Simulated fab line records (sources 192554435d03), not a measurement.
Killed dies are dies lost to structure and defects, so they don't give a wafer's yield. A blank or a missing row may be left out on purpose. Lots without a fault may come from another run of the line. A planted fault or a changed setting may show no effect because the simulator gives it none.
fab line records | flow n5Finfet | part 1 of 2: steps 1 to 23 of 31
[record] lots = 5 wafers = 15 lastDay = 16
route steps=1938 shown TV_LITHO@1880 TV_OPEN@1887 PAD_METAL@1893 PASSIVATION@1897
lots with no fault: from the same line, run without faults
startH: start of the lot's first displayed wafer, in hours after the record's first day | waitH: hours since the lot's step before | " same as the row above | L1.1+2: one row covering several wafers at once | - value missing, or start not given | * or withheld: withheld | < > ~ a bound
route shown NAME@n: NAME is a module with steps in the file, n the number in the route of the first one | usual: average and standard deviation across the fault-free wafers | same: alike in all rows | chamber/n: place in a boat | sites: the reading at each site | _std_site: the standard deviation of these | _edge_site: mean of outer sites minus mean of inner sites | radiusMm: for every site, how far away it sits from the centre of the wafer | mask NAME#n: copy n | behind: tool/chamber where the wafer was last shaped | hold: what put the lot on hold/how long, in hours/how the hold closed | device: names the non-switching transistor (n, p or np) | end of line: the same wafers' tests at the end of the route | a step without rows: its recipe alone | killed: dies that structure and defects cost at the first sort, which is not the same as the wafer's yield | map: a wafer's dies, x killed, . not, _ none there
set.NAME: the run value of the setting; set.NAME@STEP: its run value at that earlier step | model.NAME: the simulator's own value behind a step, which no gauge read
lots seen at some steps along the route; tables by step, rows by wafer
services: from which hour (startH, from the record's first day; less than 0 if before it) a tool's chamber was out of use, for how many hours, and why
[[steps]]
[step N5_PASSIVATION_PEB_08]
[recipe] pebTempC = withheld pebTimeS = *
// columns lot.wafer tool chamber startH waitH
L074.4+5+6 lithoTrack-03 0 262.87 0.0
L080.1+4+5 lithoTrack-01 0 307.86 0.1
L087.1+4+6 lithoTrack-02 0 343.14 0.1
L089.4+5+6 lithoTrack-03 0 375.72 0.0
L094.1+3+4 lithoTrack-01 0 387.69 0.1
[step N5_PASSIVATION_DEVELOP_09]
[recipe] developTimeS = 60 rinseLiquid = diw dry = airSpin devTempC = 21
// columns lot.wafer tool chamber startH waitH
L074.4+5+6 lithoTrack-03 0 - -
L080.1+4+5 lithoTrack-01 0 - -
L087.1+4+6 lithoTrack-02 0 - -
L089.4+5+6 lithoTrack-03 0 - -
L094.1+3+4 lithoTrack-01 0 - -
[step N5_PASSIVATION_HARDBAKE_11]
[recipe] tempC = 130 timeS = 120
[usual] plateTempC = 129.97/0.15
// columns lot.wafer tool chamber startH waitH plateTempC
L074.4 lithoTrack-03 0 - - 130.15
L074.5 " 0 " " 130.19
L074.6 " 0 " " 130.32
L080.1 lithoTrack-01 0 - - 130.00
L080.4 " 0 " " 129.83
L080.5 " 0 " " 130.00
L087.1 lithoTrack-02 0 - - 130.28
L087.4 " 0 " " 130.03
L087.6 " 0 " " 129.90
L089.4 lithoTrack-03 0 - - 129.75
L089.5 " 0 " " 129.81
L089.6 " 0 " " 130.05
L094.1 lithoTrack-01 0 - - 129.85
L094.3 " 0 " " 130.04
L094.4 " 0 " " 129.97
[step N5_PASSIVATION_CD_MEAS_10]
[recipe] targetCdNm = 3000 landingEnergyEv = 500 detector = seInlens
[usual] cdNm = 2999.6/2.2
// columns lot.wafer tool chamber startH waitH cdNm
L074.4 cdSem-03 0 262.99 - 2995.0
L074.5 " 0 " " 2998.9
L074.6 " 0 " " 3001.5
L080.1 cdSem-02 0 307.98 - 2996.7
L080.4 " 0 " " 3001.3
L080.5 " 0 " " 2999.8
L087.1 cdSem-02 0 343.26 - 3001.5
L087.4 " 0 " " 3001.7
L087.6 " 0 " " 3000.8
L089.4 cdSem-02 0 375.84 - 2996.5
L089.5 " 0 " " 2995.1
L089.6 " 0 " " 2996.2
L094.1 cdSem-02 0 387.81 - 3000.3
L094.3 " 0 " " 2998.2
L094.4 " 0 " " 3001.0
[step N5_PASSIVATION_OVL_MEAS_60]
[recipe] pointsPerWafer = 44
[usual] TV_OVL = -4/4.3
// columns lot.wafer tool chamber startH waitH TV_OVL[nm]
L074.4 overlay-02 0 263.02 0.0 -4
L074.5 " 0 " " -2
L074.6 " 0 " " -5
L080.1 overlay-02 0 308.01 0.0 -1
L080.4 " 0 " " 0
L080.5 " 0 " " -2
L087.1 overlay-01 0 343.29 0.0 -4
L087.4 " 0 " " -9
L087.6 " 0 " " -3
L089.4 overlay-02 0 375.87 0.0 -3
L089.5 " 0 " " -9
L089.6 " 0 " " 0
L094.1 overlay-02 0 387.84 0.0 -4
L094.3 " 0 " " -3
L094.4 " 0 " " -7
[step N5_PASSIVATION_INSPECT_61]
[recipe] mode = adi inspectInstrument = macro
[usual] rawDefectCount = 2.2/1.5
// columns lot.wafer tool chamber startH waitH rawDefectCount
L074.4 defectInspect-02 - 263.04 0.0 0
L074.5 " - " " 3
L074.6 " - " " 1
L080.1 defectInspect-02 - 308.04 0.0 5
L080.4 " - " " 3
L080.5 " - " " 4
L087.1 defectInspect-02 - 343.32 0.0 1
L087.4 " - " " 1
L087.6 " - " " 1
L089.4 defectInspect-02 - 375.89 0.0 2
L089.5 " - " " 0
L089.6 " - " " 4
L094.1 defectInspect-02 - 387.86 0.0 2
L094.3 " - " " 1
L094.4 " - " " 1
[step N5_PASSIVATION_DESCUM_12]
[recipe] chemistry = O2 timeS = 7.9 sourcePowerW = 50 biasPowerW = 20 pressureMtorr = 20 rfFrequencyHz = 2.712e+07 tempC = 40 o2FlowSccm = 225
[usual] drypumpMotorCurrentA = 5.9/0.51 oesProductAu = 0.76/0.092 rfVppV = 243.3/1.5 showerheadPlenumPTorr = 2.10/0.08 throttleValvePct = 20.43/0.2
// columns lot.wafer tool chamber startH waitH drypumpMotorCurrentA oesProductAu rfHoursCounterH rfVppV showerheadPlenumPTorr throttleValvePct
L074.4 rieDiel-04 0 263.07 0.0 6.3 0.70 237 240.6 1.95 20.60
L074.5 " 2 " " 5.4 0.73 - 243.8 2.08 20.41
L074.6 " 3 " " 6.0 0.69 - 243.8 2.18 20.57
L080.1 rieDiel-04 1 308.43 0.4 6.0 0.68 198 244.1 2.16 20.48
L080.4 " 3 " " 6.0 0.68 - 243.8 2.18 20.59
L080.5 " 2 " " 5.5 0.72 - 242.5 2.07 20.41
L087.1 rieDiel-02 2 343.35 0.0 6.1 0.69 212 242.5 2.06 20.31
L087.4 " 0 " " 5.1 0.76 147 244.5 2.19 20.42
L087.6 " 3 " " 6.7 0.88 - 242.3 2.15 20.49
L089.4 rieDiel-03 0 376.92 1.0 5.9 0.86 - 246.5 2.20 20.14
L089.5 " 1 " " 6.5 0.67 - 243.1 2.08 20.84
L089.6 " 3 " " 5.3 0.68 - 240.8 1.98 20.69
L094.1 rieDiel-04 3 387.90 0.0 6.0 0.67 243 244.4 2.17 20.62
L094.3 " 1 " " 6.0 0.67 222 244.1 2.15 20.52
L094.4 " 0 " " 6.3 0.93 20 244.9 2.20 20.29
[step N5_PASSIVATION_PASS_ETCH_74]
[recipe] chemistry = CF4/O2 target = SiNx targetDepthA = 2200 timeS = 110 ionEnergyEv = 100 pressureMtorr = 40 sourceW = 535 biasW = 49 Ar_flow_sccm = 100 cf4FlowSccm = 100 O2_flow_sccm = 10
[usual] drypumpMotorCurrentA = 5.9/0.51 oesProductAu = 0.76/0.091 rfVppV = 242/3 showerheadPlenumPTorr = 2.21/0.08 throttleValvePct = 16.01/0.17
// columns lot.wafer tool chamber startH waitH drypumpMotorCurrentA oesProductAu rfHoursCounterH rfVppV showerheadPlenumPTorr throttleValvePct
L074.4 rieDiel-04 0 263.14 0.0 6.4 0.71 237 245 2.10 16.43
L074.5 " 2 " " 5.4 0.74 - 237 2.20 16.06
L074.6 " 3 " " 6.0 0.71 - 246 2.28 16.07
L080.1 rieDiel-04 1 308.50 0.0 6.0 0.69 198 239 2.27 16.11
L080.4 " 3 " " 5.9 0.69 - 245 2.27 16.07
L080.5 " 2 " " 5.4 0.73 - 238 2.19 16.08
L087.1 rieDiel-02 2 343.42 0.0 6.2 0.69 212 240 2.19 16.03
L087.4 " 0 " " 5.1 0.76 147 245 2.30 16.00
L087.6 " 3 " " 6.6 0.87 - 243 2.25 15.84
L089.4 rieDiel-03 0 377.00 0.0 5.9 0.87 - 246 2.33 15.78
L089.5 " 1 " " 6.5 0.68 - 239 2.16 16.20
L089.6 " 3 " " 5.3 0.69 - 239 2.08 16.22
L094.1 rieDiel-04 3 387.96 0.0 5.9 0.67 243 244 2.26 16.14
L094.3 " 1 " " 6.0 0.68 222 238 2.26 16.19
L094.4 " 0 " " 6.3 0.95 20 248 2.35 16.03
[step N5_PASSIVATION_VIA_ETCH_13]
[recipe] chemistry = CHF3/O2 target = SiO2 targetDepthA = 6600 CHF3_flow_sccm = 50 O2_flow_sccm = 5 Ar_flow_sccm = 200 timeS = 330 maskMaterial = PR pressureMtorr = 30 sourceW = 650 biasW = 170 ionEnergyEv = 200 ends = cleared
[usual] CHF3_flow_sccm = 49.97/0.15 drypumpMotorCurrentA = 5.9/0.51 etchRfOnTimeS = 237/5.1 oesProductAu = 0.69/0.082 rfVppV = 526/6.4 showerheadPlenumPTorr = 2.42/0.091 throttleValvePct = 18.89/0.16
// columns lot.wafer tool chamber startH waitH CHF3_flow_sccm drypumpMotorCurrentA etchRfOnTimeS oesProductAu rfHoursCounterH rfVppV showerheadPlenumPTorr throttleValvePct
L074.4 rieDiel-04 0 263.23 0.0 49.84 6.3 234 0.64 237 533 2.30 19.33
L074.5 " 2 " " 49.63 5.4 234 0.67 - 517 2.40 18.91
L074.6 " 3 " " 49.82 5.9 236 0.63 - 531 2.50 18.97
L080.1 rieDiel-04 1 308.59 0.0 50.22 6.0 235 0.62 198 520 2.49 19.01
L080.4 " 3 " " 49.88 6.0 235 0.62 - 535 2.49 19.01
L080.5 " 2 " " 49.74 5.4 239 0.65 - 517 2.39 18.92
L087.1 rieDiel-02 2 343.51 0.0 50.09 6.1 246 0.62 213 522 2.37 18.78
L087.4 " 0 " " 49.75 5.1 244 0.69 147 533 2.51 18.87
L087.6 " 3 " " 50.24 6.6 237 0.79 - 531 2.46 18.81
L089.4 rieDiel-03 0 377.15 0.1 49.86 5.9 240 0.78 - 533 2.56 18.75
L089.5 " 1 " " 49.67 6.6 238 0.61 - 521 2.36 19.06
L089.6 " 3 " " 49.61 5.3 246 0.61 - 522 2.29 19.15
L094.1 rieDiel-04 3 388.06 0.0 49.75 6.0 232 0.60 243 533 2.48 19.04
L094.3 " 1 " " 50.08 6.0 235 0.61 222 519 2.48 19.05
L094.4 " 0 " " 50.09 6.3 227 0.85 20 540 2.57 18.99
[step N5_PASSIVATION_STRIP_14]
[recipe] chemistry = O2 powerW = 600 tempC = 60 pressureMtorr = 30 rfFrequencyHz = 6e+07 biasPowerW = 0 overashFraction = 0.5 o2FlowSccm = 225
[usual] drypumpMotorCurrentA = 5.9/0.51 oesProductAu = 0.76/0.092 rfVppV = 3.7/0.96 showerheadPlenumPTorr = 2.11/0.08 throttleValvePct = 16.69/0.2
// columns lot.wafer tool chamber startH waitH drypumpMotorCurrentA oesProductAu rfHoursCounterH rfVppV showerheadPlenumPTorr throttleValvePct
L074.4 rieDiel-04 0 263.43 0.1 6.3 0.70 237 2.6 1.96 16.94
L074.5 " 2 " " 5.4 0.73 - 4.5 2.08 16.71
L074.6 " 3 " " 5.9 0.69 - 4.7 2.19 16.82
L080.1 rieDiel-04 1 308.79 0.1 6.0 0.68 198 4.3 2.16 16.75
L080.4 " 3 " " 6.0 0.68 - 1.9 2.18 16.82
L080.5 " 2 " " 5.4 0.73 - 2.8 2.08 16.74
L087.1 rieDiel-02 2 343.70 0.1 6.1 0.68 213 4.6 2.06 16.63
L087.4 " 0 " " 5.1 0.75 147 4.3 2.19 16.70
L087.6 " 3 " " 6.6 0.87 - 3.3 2.16 16.63
L089.4 rieDiel-03 0 377.26 0.0 5.9 0.86 - 5.1 2.21 16.40
L089.5 " 1 " " 6.4 0.68 - 3.3 2.09 17.08
L089.6 " 3 " " 5.3 0.69 - 4.4 1.98 16.96
L094.1 rieDiel-04 3 388.25 0.1 5.9 0.66 243 3.7 2.17 16.86
L094.3 " 1 " " 6.0 0.67 222 4.7 2.15 16.78
L094.4 " 0 " " 6.3 0.93 20 3.2 2.21 16.52
[step N5_PASSIVATION_ETCH_15]
[recipe] chemistry = CF4/N2 target = SiCN targetDepthA = 750 taperDeg = 2 timeS = 81.2 ionEnergyEv = 150 maskMaterial = SiNx pressureMtorr = 40 sourceW = 430 biasW = 70 Ar_flow_sccm = 100 cf4FlowSccm = 60 n2FlowSccm = 60
[usual] drypumpMotorCurrentA = 5.9/0.5 oesProductAu = 0.76/0.09 rfVppV = 382.5/2.1 showerheadPlenumPTorr = 2.21/0.08 throttleValvePct = 15.45/0.17
// columns lot.wafer tool chamber startH waitH drypumpMotorCurrentA oesProductAu rfHoursCounterH rfVppV showerheadPlenumPTorr throttleValvePct
L074.4 rieDiel-04 0 - - 6.3 0.71 237 381.3 2.09 15.86
L074.5 " 2 " " 5.5 0.74 - 382.3 2.19 15.49
L074.6 " 3 " " 6.0 0.70 - 383.4 2.28 15.49
L080.1 rieDiel-04 1 - - 6.0 0.70 198 383.3 2.28 15.58
L080.4 " 3 " " 5.9 0.69 - 385.2 2.27 15.53
L080.5 " 2 " " 5.4 0.72 - 382.0 2.19 15.52
L087.1 rieDiel-02 2 - - 6.1 0.69 213 381.8 2.19 15.48
L087.4 " 0 " " 5.1 0.76 147 382.9 2.30 15.44
L087.6 " 3 " " 6.6 0.86 - 383.3 2.25 15.30
L089.4 rieDiel-03 0 - - 5.9 0.87 - 385.6 2.34 15.26
L089.5 " 1 " " 6.5 0.68 - 381.9 2.16 15.66
L089.6 " 3 " " 5.3 0.69 - 380.8 2.08 15.69
L094.1 rieDiel-04 3 - - 5.9 0.67 243 384.8 2.26 15.57
L094.3 " 1 " " 6.0 0.68 222 384.9 2.27 15.63
L094.4 " 0 " " 6.3 0.95 20 385.5 2.35 15.40
[step N5_PASSIVATION_STRIP_73]
[recipe] chemistry = postEtchResidueRemover timeS = 60 tempC = 25 removerPh = withheld removerWaterWtPct = withheld removerFluorideWtPct = withheld
// columns lot.wafer tool chamber startH waitH
L074.4+5+6 wetBench-04 5,6,4 263.58 -
L080.1+4+5 wetBench-01 3,4,7 308.94 -
L087.1+4+6 wetBench-06 1,4,0 343.86 -
L089.4+5+6 wetBench-06 7,0,3 377.40 -
L094.1+3+4 wetBench-06 2,5,4 388.41 -
[step N5_PASSIVATION_SRD_17]
[recipe] timeS = 30 tempC = 23 rinseLiquid = diw dry = n2Spin spinRpm = 1500 dryTimeS = 30
[usual] spinRpm = 1500.0/0.78
// columns lot.wafer tool chamber startH waitH spinRpm
L074.4 wetBench-04 5 263.60 0.0 1500.2
L074.5 " 6 " " 1498.7
L074.6 " 4 " " 1499.7
L080.1 wetBench-01 3 308.97 0.0 1500.2
L080.4 " 4 " " 1499.0
L080.5 " 7 " " 1499.2
L087.1 wetBench-06 1 343.88 0.0 1499.4
L087.4 " 4 " " 1500.9
L087.6 " 0 " " 1500.0
L089.4 wetBench-06 7 377.42 0.0 1499.5
L089.5 " 0 " " 1499.5
L089.6 " 3 " " 1499.9
L094.1 wetBench-06 2 388.43 0.0 1499.7
L094.3 " 5 " " 1499.6
L094.4 " 4 " " 1500.5
[step N5_PASSIVATION_DEGAS_18]
[recipe] ambient = vacuum tempC = 300 timeS = 60
[usual] heaterPowerW = 477/40 susceptorTempC = 300.02/0.19
// columns lot.wafer tool chamber startH waitH heaterPowerW susceptorTempC
L074.4 pvdSputter-02 - 264.80 1.2 486 300.19
L074.5 " - " " 468 300.10
L074.6 " - " " 483 300.12
L080.1 pvdSputter-02 - 309.29 0.3 490 299.98
L080.4 " - " " 490 300.06
L080.5 " - " " 469 300.23
L087.1 pvdSputter-01 - 344.43 0.5 524 300.03
L087.4 " - " " 442 300.14
L087.6 " - " " 532 300.04
L089.4 pvdSputter-02 - 377.47 0.0 489 300.10
L089.5 " - " " 470 300.03
L089.6 " - " " 492 300.30
L094.1 pvdSputter-03 - 388.92 0.5 472 300.24
L094.3 " - " " 438 299.68
L094.4 " - " " 394 300.15
[step N5_PASSIVATION_PRE_CLEAN_19]
[recipe] gas = H2/He timeS = * tempC = *
[usual] heaterPowerW = 477/41 susceptorTempC = *
// columns lot.wafer tool chamber startH waitH heaterPowerW susceptorTempC
L074.4 pvdSputter-02 - 264.84 0.0 502 *
L074.5 " - " " 456 *
L074.6 " - " " 489 *
L080.1 pvdSputter-02 - 309.33 0.0 495 *
L080.4 " - " " 489 *
L080.5 " - " " 476 *
L087.1 pvdSputter-01 - 344.47 0.0 514 *
L087.4 " - " " 445 *
L087.6 " - " " 528 *
L089.4 pvdSputter-02 - 377.51 0.0 491 *
L089.5 " - " " 482 *
L089.6 " - " " 491 *
L094.1 pvdSputter-03 - 388.96 0.0 489 *
L094.3 " - " " 445 *
L094.4 " - " " 387 *
[step N5_PASSIVATION_SPUTTER_20]
[recipe] material = TaN targetThkA = 500 tempC = 25 chamberPressurePa = 0.4
[usual] susceptorTempC = 25.00/0.1 throttleValvePct = 29.9/1.3
// columns lot.wafer tool chamber startH waitH susceptorTempC throttleValvePct
L074.4 pvdSputter-02 - 264.88 0.0 25.11 31.1
L074.5 " - " " 25.21 30.8
L074.6 " - " " 25.06 31.1
L080.1 pvdSputter-02 - 309.37 0.0 25.03 31.0
L080.4 " - " " 24.74 30.9
L080.5 " - " " 25.01 31.0
L087.1 pvdSputter-01 - 344.51 0.0 24.93 29.1
L087.4 " - " " 25.07 31.8
L087.6 " - " " 24.89 28.0
L089.4 pvdSputter-02 - 377.55 0.0 24.88 30.8
L089.5 " - " " 24.96 30.8
L089.6 " - " " 24.95 31.1
L094.1 pvdSputter-03 - 389.00 0.0 25.20 28.2
L094.3 " - " " 24.99 28.7
L094.4 " - " " 24.91 28.5
[step N5_PASSIVATION_AL_DEP_21]
[recipe] material = Al targetThkA = 28000 tempC = 400 timeS = 170 powerW = 30000 chamberPressurePa = 0.4 gas = Ar
[usual] susceptorTempC = 400.01/0.21 throttleValvePct = 29.9/1.3
// columns lot.wafer tool chamber startH waitH susceptorTempC throttleValvePct
L074.4 pvdSputter-02 - 264.98 0.1 400.03 30.8
L074.5 " - " " 400.17 30.5
L074.6 " - " " 400.10 30.9
L080.1 pvdSputter-02 - 309.47 0.1 400.18 30.9
L080.4 " - " " 400.09 30.8
L080.5 " - " " 400.22 30.9
L087.1 pvdSputter-01 - 344.61 0.1 400.29 29.3
L087.4 " - " " 400.33 31.8
L087.6 " - " " 400.28 27.7
L089.4 pvdSputter-02 - 377.65 0.1 399.89 30.9
L089.5 " - " " 400.03 30.8
L089.6 " - " " 399.94 31.0
L094.1 pvdSputter-03 - 389.10 0.1 400.18 28.2
L094.3 " - " " 399.99 28.7
L094.4 " - " " 400.03 28.4
[step N5_PASSIVATION_HMDS_23]
[recipe] timeS = 60 tempC = 120
[usual] plateTempC = 120.02/0.13
// columns lot.wafer tool chamber startH waitH plateTempC
L074.4 lithoTrack-01 0 265.17 0.1 119.97
L074.5 " 0 " " 120.03
L074.6 " 0 " " 119.92
L080.1 lithoTrack-05 0 309.66 0.1 120.10
L080.4 " 0 " " 119.90
L080.5 " 0 " " 120.14
L087.1 lithoTrack-05 0 344.80 0.1 120.00
L087.4 " 0 " " 120.00
L087.6 " 0 " " 119.90
L089.4 lithoTrack-04 0 377.84 0.1 120.03
L089.5 " 0 " " 120.07
L089.6 " 0 " " 119.96
L094.1 lithoTrack-01 0 389.29 0.1 119.99
L094.3 " 0 " " 120.11
L094.4 " 0 " " 120.16
[step N5_PASSIVATION_COAT_24]
[recipe] spinRpm = 3000 resistThkNm = withheld
[usual] spinSpeedRpm = 3000.0/1.8
// columns lot.wafer tool chamber startH waitH spinSpeedRpm
L074.4 lithoTrack-01 0 - - 2999.1
L074.5 " 0 " " 3001.1
L074.6 " 0 " " 2998.5
L080.1 lithoTrack-05 0 - - 3000.7
L080.4 " 0 " " 2999.8
L080.5 " 0 " " 3000.1
L087.1 lithoTrack-05 0 - - 2998.5
L087.4 " 0 " " 2996.9
L087.6 " 0 " " 2999.4
L089.4 lithoTrack-04 0 - - 2997.8
L089.5 " 0 " " 2999.9
L089.6 " 0 " " 3001.5
L094.1 lithoTrack-01 0 - - 2996.3
L094.3 " 0 " " 2998.8
L094.4 " 0 " " 3000.7
[step N5_PASSIVATION_EBR_26]
[recipe] solvent = PGMEA ebrWidthMm = 1.5
// columns lot.wafer tool chamber startH waitH
L074.4+5+6 lithoTrack-01 0 - -
L080.1+4+5 lithoTrack-05 0 - -
L087.1+4+6 lithoTrack-05 0 - -
L089.4+5+6 lithoTrack-04 0 - -
L094.1+3+4 lithoTrack-01 0 - -
[step N5_PASSIVATION_SOFTBAKE_25]
[recipe] tempC = 100 timeS = 90
[usual] plateTempC = 100.02/0.11
// columns lot.wafer tool chamber startH waitH plateTempC
L074.4 lithoTrack-01 0 - - 100.07
L074.5 " 0 " " 100.16
L074.6 " 0 " " 100.15
L080.1 lithoTrack-05 0 - - 99.89
L080.4 " 0 " " 99.96
L080.5 " 0 " " 100.02
L087.1 lithoTrack-05 0 - - 99.80
L087.4 " 0 " " 100.04
L087.6 " 0 " " 99.92
L089.4 lithoTrack-04 0 - - 100.08
L089.5 " 0 " " 99.93
L089.6 " 0 " " 100.09
L094.1 lithoTrack-01 0 - - 99.91
L094.3 " 0 " " 99.93
L094.4 " 0 " " 99.79
[step N5_PASSIVATION_EXPOSE_27]
[recipe] maskId = PAD na = 0.55 sourceShape = conventional sigmaOuter = 0.8 polarization = unpolarized defocusNm = 0 doseMj = 32.3
// columns lot.wafer tool chamber startH waitH mask
L074.4+5+6 krfScanner-01 0 265.42 - PAD#0
L080.1+4+5 krfScanner-01 0 309.89 - PAD#0
L087.1+4+6 krfScanner-01 0 344.90 - PAD#0
L089.4+5+6 krfScanner-01 0 377.96 - PAD#0
L094.1+3+4 krfScanner-01 0 389.40 - PAD#0
[step N5_PASSIVATION_PEB_28]
[recipe] pebTempC = withheld pebTimeS = *
// columns lot.wafer tool chamber startH waitH
L074.4+5+6 lithoTrack-01 0 265.46 0.0
L080.1+4+5 lithoTrack-04 0 309.95 0.1
L087.1+4+6 lithoTrack-05 0 344.96 0.1
L089.4+5+6 lithoTrack-04 0 378.00 0.0
L094.1+3+4 lithoTrack-04 0 389.46 0.1
